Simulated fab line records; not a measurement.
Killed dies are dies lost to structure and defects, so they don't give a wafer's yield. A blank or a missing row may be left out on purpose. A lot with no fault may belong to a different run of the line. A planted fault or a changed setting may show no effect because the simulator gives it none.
Matching of chambers + flow nand_harc + pecvd-03 running NHARC_A_STAIRCASE_DEP_280: 3 sister chambers
The step deposits SiON, target thk 30 nm. 6 wafers are shown with their chamber, then 12 later ones without.

## WAFERS WITH THEIR CHAMBER
| wafer  | chamber | heater_power_w (W) |
|--------|---------|--------------------|
| L089.3 | 1       | 654                |
| L089.5 | 0       | 692                |
| L089.6 | 2       | 631                |
| L087.1 | 0       | 690                |
| L087.3 | 1       | 653                |
| L087.6 | 2       | 600                |

## WAFERS WHOSE CHAMBER IS MISSING
| wafer  | heater_power_w (W) |
|--------|--------------------|
| L093.3 | 672                |
| L093.5 | 768                |
| L093.6 | 737                |
| L097.1 | 664                |
| L097.5 | 759                |
| L097.6 | 651                |
| L097.2 | 652                |
| L097.3 | 738                |
| L097.4 | 669                |
| L096.1 | 785                |
| L096.2 | 640                |
| L096.5 | 775                |

## THE CHAMBER EACH PASSED THROUGH
| wafer  | from the rows above     | in truth                   |
|--------|-------------------------|----------------------------|
| L093.3 | can't be placed: 1 or 0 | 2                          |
| L093.5 | 0                       | 0                          |
| L093.6 | 0                       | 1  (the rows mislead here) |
| L097.1 | can't be placed: 1 or 0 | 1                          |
| L097.5 | 0                       | 0                          |
| L097.6 | 1                       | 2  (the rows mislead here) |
| L097.2 | 1                       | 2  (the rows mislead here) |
| L097.3 | 0                       | 0                          |
| L097.4 | can't be placed: 1 or 0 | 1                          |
| L096.1 | 0                       | 0                          |
| L096.2 | can't be placed: 1 or 2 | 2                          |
| L096.5 | 0                       | 0                          |
Correctly placed: 5 of 12. From these rows, 4 cannot be placed; in 3 the true chamber is one of the candidates. Number placed wrongly: 3.
How it was worked out, from the rows above alone: a wafer's distance from a chamber is the root of the sum, over the readings, of the square of ((its reading less the chamber's mean) divided by the reading's scatter). The wafer belongs to the nearest chamber; if the next one is less than 2 further off, it can't be placed. For every chamber, the mean is computed from those of its wafers that are shown. The scatter: the root of (the sum of the squares of (reading less its chamber's mean) over the shown wafers, divided by (wafers less chambers)).
